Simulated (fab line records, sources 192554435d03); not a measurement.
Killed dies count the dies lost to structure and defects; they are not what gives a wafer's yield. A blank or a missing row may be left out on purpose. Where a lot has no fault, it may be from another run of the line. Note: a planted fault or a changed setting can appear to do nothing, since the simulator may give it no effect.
Chamber matching :: flow n5 finfet :: N5_BEOL_M3_ETCH_70 on rie diel-05: 4 sister chambers
The step etches SOC in N2/H2, target depth 80 nm, overetch 16 nm, time 120 s. 20 wafers are shown with their chamber, then 10 later ones without.

== WAFERS, EACH WITH ITS CHAMBER ==
wafer: L074.1
chamber: 3
oes product au (a.u.): 0.52
showerhead plenum p Torr (Torr): 2.53
drypump motor current A (A): 5.3

wafer: L074.2
chamber: 0
oes product au (a.u.): 0.55
showerhead plenum p Torr (Torr): 2.62
drypump motor current A (A): 6.5

wafer: L074.3
chamber: 2
oes product au (a.u.): 0.72
showerhead plenum p Torr (Torr): 2.50
drypump motor current A (A): 5.8

wafer: L074.4
chamber: 1
oes product au (a.u.): 0.54
showerhead plenum p Torr (Torr): 2.54
drypump motor current A (A): 5.5

wafer: L074.5
chamber: 2
oes product au (a.u.): 0.71
showerhead plenum p Torr (Torr): 2.50
drypump motor current A (A): 5.8

wafer: L074.6
chamber: 3
oes product au (a.u.): 0.52
showerhead plenum p Torr (Torr): 2.53
drypump motor current A (A): 5.3

wafer: L076.1
chamber: 1
oes product au (a.u.): 0.54
showerhead plenum p Torr (Torr): 2.54
drypump motor current A (A): 5.5

wafer: L076.2
chamber: 0
oes product au (a.u.): 0.55
showerhead plenum p Torr (Torr): 2.62
drypump motor current A (A): 6.5

wafer: L076.6
chamber: 0
oes product au (a.u.): 0.56
showerhead plenum p Torr (Torr): 2.62
drypump motor current A (A): 6.4

wafer: L079.1
chamber: 2
oes product au (a.u.): 0.71
showerhead plenum p Torr (Torr): 2.50
drypump motor current A (A): 5.8

wafer: L079.2
chamber: 3
oes product au (a.u.): 0.52
showerhead plenum p Torr (Torr): 2.52
drypump motor current A (A): 5.3

wafer: L079.3
chamber: 0
oes product au (a.u.): 0.55
showerhead plenum p Torr (Torr): 2.62
drypump motor current A (A): 6.5

wafer: L079.4
chamber: 1
oes product au (a.u.): 0.54
showerhead plenum p Torr (Torr): 2.54
drypump motor current A (A): 5.5

wafer: L079.5
chamber: 0
oes product au (a.u.): 0.55
showerhead plenum p Torr (Torr): 2.62
drypump motor current A (A): 6.5

wafer: L079.6
chamber: 3
oes product au (a.u.): 0.52
showerhead plenum p Torr (Torr): 2.53
drypump motor current A (A): 5.3

wafer: L082.1
chamber: 3
oes product au (a.u.): 0.52
showerhead plenum p Torr (Torr): 2.52
drypump motor current A (A): 5.3

wafer: L082.2
chamber: 1
oes product au (a.u.): 0.53
showerhead plenum p Torr (Torr): 2.54
drypump motor current A (A): 5.5

wafer: L082.3
chamber: 2
oes product au (a.u.): 0.70
showerhead plenum p Torr (Torr): 2.49
drypump motor current A (A): 5.8

wafer: L082.4
chamber: 2
oes product au (a.u.): 0.70
showerhead plenum p Torr (Torr): 2.49
drypump motor current A (A): 5.7

wafer: L082.5
chamber: 3
oes product au (a.u.): 0.52
showerhead plenum p Torr (Torr): 2.52
drypump motor current A (A): 5.2

SIGNATURES (means of the wafers above)
reading: oes product au
chamber 0: 0.5520
chamber 1: 0.5375
chamber 2: 0.7080
chamber 3: 0.5200
scatter within a chamber: 0.00521

reading: showerhead plenum p Torr
chamber 0: 2.6200
chamber 1: 2.5400
chamber 2: 2.4960
chamber 3: 2.5250
scatter within a chamber: 0.00411

reading: drypump motor current A
chamber 0: 6.480
chamber 1: 5.500
chamber 2: 5.780
chamber 3: 5.283
scatter within a chamber: 0.039
Rule: a wafer lies at a distance from a chamber equal to the root of the sum of squares, over the readings, of (its reading less the chamber's mean, divided by the reading's scatter). If the next closest chamber is less than 2 further off than the closest, the wafer can't be placed; otherwise it belongs to the closest. The scatter: the root of (the sum of the squares of (reading less its chamber's mean) over the shown wafers, divided by (wafers less chambers)).

== WAFERS MISSING THEIR CHAMBER ==
wafer: L082.6
oes product au (a.u.): 0.54
showerhead plenum p Torr (Torr): 2.54
drypump motor current A (A): 5.5

wafer: L089.3
oes product au (a.u.): 0.53
showerhead plenum p Torr (Torr): 2.53
drypump motor current A (A): 5.5

wafer: L089.4
oes product au (a.u.): 0.68
showerhead plenum p Torr (Torr): 2.49
drypump motor current A (A): 5.8

wafer: L089.6
oes product au (a.u.): 0.75
showerhead plenum p Torr (Torr): 2.52
drypump motor current A (A): 5.3

wafer: L093.1
oes product au (a.u.): 0.53
showerhead plenum p Torr (Torr): 2.53
drypump motor current A (A): 5.5

wafer: L093.2
oes product au (a.u.): 0.72
showerhead plenum p Torr (Torr): 2.52
drypump motor current A (A): 5.3

wafer: L093.3
oes product au (a.u.): 0.67
showerhead plenum p Torr (Torr): 2.48
drypump motor current A (A): 5.8

wafer: L093.4
oes product au (a.u.): 0.54
showerhead plenum p Torr (Torr): 2.61
drypump motor current A (A): 6.5

wafer: L093.5
oes product au (a.u.): 0.72
showerhead plenum p Torr (Torr): 2.52
drypump motor current A (A): 5.3

wafer: L093.6
oes product au (a.u.): 0.54
showerhead plenum p Torr (Torr): 2.61
drypump motor current A (A): 6.5

== WHICH CHAMBER EACH WENT THROUGH ==
wafer: L082.6
from the rows above: 1
in truth: 1

wafer: L089.3
from the rows above: 1
in truth: 1

wafer: L089.4
from the rows above: 2
in truth: 2

wafer: L089.6
from the rows above: 2
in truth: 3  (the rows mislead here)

wafer: L093.1
from the rows above: 1
in truth: 1

wafer: L093.2
from the rows above: 2
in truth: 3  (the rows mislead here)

wafer: L093.3
from the rows above: 2
in truth: 2

wafer: L093.4
from the rows above: 0
in truth: 0

wafer: L093.5
from the rows above: 2
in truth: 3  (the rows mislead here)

wafer: L093.6
from the rows above: 0
in truth: 0
Correctly placed: 7 of 10. From these rows, 0 cannot be placed. Placed wrongly: 3.
